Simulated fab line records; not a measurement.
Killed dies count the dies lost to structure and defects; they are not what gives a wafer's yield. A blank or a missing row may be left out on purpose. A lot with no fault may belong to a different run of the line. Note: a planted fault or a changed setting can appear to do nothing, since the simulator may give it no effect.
The tool behind it: which one? ; flow n5 finfet ; 69 wafers from 23 lots sampled at 3 of the route's 1938 steps

== WHAT THE GAUGES READ, wafer by wafer ==
N5_GATE_CUT_OVL_MEAS_14. Usual: GATE_CUT_OVL 0.8 nm, standard deviation 0.58.
lot;measured;on;GATE_CUT_OVL (nm);flag
L074;day 4 13:29;overlay-02;1.3 0.3 1.5;
L075;day 4 19:18;overlay-02;0.9 0.6 1.0;
L076;day 5 02:14;overlay-02;-0.3 1.1 1.2;
L077;day 5 05:15;overlay-01;0.8 1.4 1.1;
L078;day 5 11:37;overlay-01;-0.2 0.7 0.4;
L079;day 5 20:22;overlay-01;0.0 -0.1 0.5;
L080;day 6 00:55;overlay-02;1.5 0.3 1.1;
L081;day 6 05:52;overlay-02;1.7 0.4 0.5;
L082;day 6 11:59;overlay-01;1.1 1.0 0.6;
L083;day 6 18:53;overlay-01;0.1 0.8 -0.3;
L084;day 7 05:04;overlay-01;1.1 1.2 0.8;
L085;day 7 10:19;overlay-01;1.3 0.6 1.4;
L086;day 7 16:37;overlay-02;1.3 0.1 0.5;
L087;day 7 21:23;overlay-02;1.3 0.8 0.7;
L088;day 8 02:52;overlay-01;0.6 0.7 0.5;
L089;day 8 08:52;overlay-01;0.3 1.7 0.5;
L090;day 8 15:35;overlay-02;0.3 1.0 0.9;
L092;day 9 03:01;overlay-01;2.2 1.4 0.7;
L093;day 9 10:19;overlay-02;1.4 0.7 2.7;
L094;day 9 17:31;overlay-02;0.6 0.4 0.4;
L095;day 9 18:53;overlay-02;2.1 1.3 1.1;
L096;day 10 01:31;overlay-01;-0.6 0.5 1.1;
L097;day 10 06:29;overlay-01;1.8 1.2 1.2;

== EACH LOT AND THE TOOL THAT RAN IT (in order: tool; ch and the chambers of the sampled wafers; start) ==
lot;N5_GATE_CUT_ETCHBACK_30;N5_GATE_CUT_ETCH_58
L074;rie metal-01 ch 0,1, day 4 08:32;rie diel-04 ch 0,1, day 4 08:40
L075;rie metal-02 ch 0,1, day 4 14:34;rie diel-01 ch 0,1,2, day 4 14:41
L076;rie metal-02 ch 0,1, day 4 20:49;rie diel-04 ch 0,2,3, day 4 20:57
L077;rie metal-03 ch 0,1, day 5 01:50;rie diel-05 ch 0,2,3, day 5 01:55
L078;rie metal-03 ch 0, day 5 08:05;rie diel-04 ch 2,3, day 5 08:10
L079;rie metal-02 ch 0,1, day 5 16:42;rie diel-05 ch 2,3, day 5 16:59
L080;rie metal-02 ch 0,1, day 5 21:20;rie diel-04 ch 2,3, day 5 21:25
L081;rie metal-01 ch 0,1, day 6 02:15;rie diel-01 ch 0,1, day 6 02:20
L082;rie metal-03 ch 0,1, day 6 08:24;rie diel-05 ch 0,2, day 6 08:29
L083;rie metal-03 ch 0,1, day 6 13:47;rie diel-01 ch 0,3, day 6 13:52
L084;rie metal-03 ch 0,1, day 7 01:41;rie diel-05 ch 1,2,3, day 7 01:46
L085;rie metal-01 ch 0,1, day 7 06:53;rie diel-04 ch 0,1, day 7 07:02
L086;rie metal-03 ch 0,1, day 7 13:07;rie diel-01 ch 1,3, day 7 13:12
L087;rie metal-01 ch 0,1, day 7 17:40;rie diel-04 ch 0,3, day 7 17:44
L088;rie metal-01 ch 1, day 7 23:30;rie diel-01 ch 0,3, day 7 23:35
L089;rie metal-03 ch 0, day 8 04:59;rie diel-01 ch 1,3, day 8 05:08
L090;rie metal-02 ch 0, day 8 12:06;rie diel-01 ch 1,2,3, day 8 12:11
L092;rie metal-02 ch 0,1, day 8 23:25;rie diel-05 ch 0,1, day 8 23:43
L093;rie metal-02 ch 0,1, day 9 06:49;rie diel-04 ch 1,2,3, day 9 06:53
L094;rie metal-02 ch 0,1, day 9 13:50;rie diel-05 ch 0,2,3, day 9 13:55
L095;rie metal-02 ch 0,1, day 9 15:28;rie diel-04 ch 0,1, day 9 15:32
L096;rie metal-03 ch 0,1, day 9 22:08;rie diel-04 ch 0,3, day 9 22:13
L097;rie metal-03 ch 0,1, day 10 02:48;rie diel-01 ch 2,3, day 10 02:53
- N5_GATE_CUT_ETCHBACK_30: etches TiN in Cl2/Ar, target depth 3 nm.
- N5_GATE_CUT_ETCH_58: etches SiNx in CH3F/O2, target depth 17 nm, time 128.6 s.

== AS READ BY THE TOOLS THEMSELVES (means over the sampled wafers that have a number; for cases with no such wafer, the mark the record gives instead) ==
N5_GATE_CUT_ETCHBACK_30. Usual: drypump motor current A 5.9 A, standard deviation 0.34; oes product au 0.72 a.u., standard deviation 0.099; throttle valve pct 20.9 %, standard deviation 0.39.
lot;tool;drypump motor current A (A);oes product au (a.u.);throttle valve pct (%);flag
L074;rie metal-01;6.0;0.67;20.8;
L075;rie metal-02;5.5;0.78;20.5;
L076;rie metal-02;5.6;0.71;20.6;
L077;rie metal-03;6.2;0.76;21.1;
L078;rie metal-03;6.3;0.63;21.5;
L079;rie metal-02;5.6;0.70;20.6;
L080;rie metal-02;5.6;0.70;20.6;
L081;rie metal-01;5.9;0.74;20.6;
L082;rie metal-03;6.2;0.75;21.1;
L083;rie metal-03;6.2;0.75;21.1;
L084;rie metal-03;6.2;0.76;21.1;
L085;rie metal-01;5.9;0.73;20.7;
L086;rie metal-03;6.2;0.74;21.1;
L087;rie metal-01;6.0;0.66;20.9;
L088;rie metal-01;6.2;0.59;20.9;
L089;rie metal-03;6.3;0.61;21.6;
L090;rie metal-02;5.4;0.82;20.5;
L092;rie metal-02;5.5;0.75;20.5;
L093;rie metal-02;5.6;0.70;20.6;
L094;rie metal-02;5.5;0.75;20.5;
L095;rie metal-02;5.5;0.75;20.5;
L096;rie metal-03;6.2;0.74;21.2;
L097;rie metal-03;6.2;0.74;21.2;

N5_GATE_CUT_ETCH_58. Usual: drypump motor current A 5.7 A, standard deviation 0.43; oes product au 0.77 a.u., standard deviation 0.076; rf vpp V 99.2 V, standard deviation 1; showerhead plenum p Torr 2.00 Torr, standard deviation 0.071; throttle valve pct 16.28 %, standard deviation 0.21.
lot;tool;drypump motor current A (A);oes product au (a.u.);rf vpp V (V);showerhead plenum p Torr (Torr);throttle valve pct (%);flag
L074;rie diel-04;6.5;0.81;99.5;2.08;16.35;
L075;rie diel-01;5.5;0.71;99.1;2.04;16.38;
L076;rie diel-04;5.9;0.85;99.1;2.03;16.12;
L077;rie diel-05;5.7;0.80;99.1;1.96;16.20;
L078;rie diel-04;5.5;0.83;99.1;1.99;15.94;
L079;rie diel-05;5.5;0.82;98.7;1.97;16.14;
L080;rie diel-04;5.5;0.81;98.8;1.99;15.95;
L081;rie diel-01;5.5;0.71;99.9;2.01;16.38;
L082;rie diel-05;5.8;0.78;97.9;1.95;16.28;
L083;rie diel-01;5.4;0.70;100.1;2.07;16.37;
L084;rie diel-05;5.6;0.82;98.4;1.95;16.23;
L085;rie diel-04;6.5;0.79;99.8;2.07;16.40;
L086;rie diel-01;5.5;0.72;99.4;2.04;16.39;
L087;rie diel-04;5.8;0.85;99.0;2.00;16.20;
L088;rie diel-01;5.4;0.68;99.5;2.06;16.40;
L089;rie diel-01;5.5;0.71;99.6;2.04;16.39;
L090;rie diel-01;5.5;0.71;100.2;2.04;16.43;
L092;rie diel-05;5.9;0.71;99.2;1.88;16.52;
L093;rie diel-04;5.8;0.78;98.8;1.98;16.07;
L094;rie diel-05;5.7;0.77;98.3;1.95;16.25;
L095;rie diel-04;6.5;0.74;99.6;2.02;16.32;
L096;rie diel-04;5.8;0.84;99.0;2.00;16.23;
L097;rie diel-01;5.5;0.69;99.4;2.07;16.48;

== THE ANSWER, worked out from the rows above alone ==
Rule: take the mean of a lot's wafers that have a number; if it is more than 3 standard deviations from the usual mean, the lot is off. Also off: a lot with no number at a reading for which 4 or more lots have one. The other lots that the step has rows for count as sound. Order of review: gauges by route order, followed by the tools' own readings, for which a lot's mean as printed above is used. At the first step where some lot is off, the reading lying furthest off is the one used; lots without a number count as furthest.
No lot is off at any reading shown: from this, nothing can be told.

== WHAT THE SIMULATOR PUT IN ==
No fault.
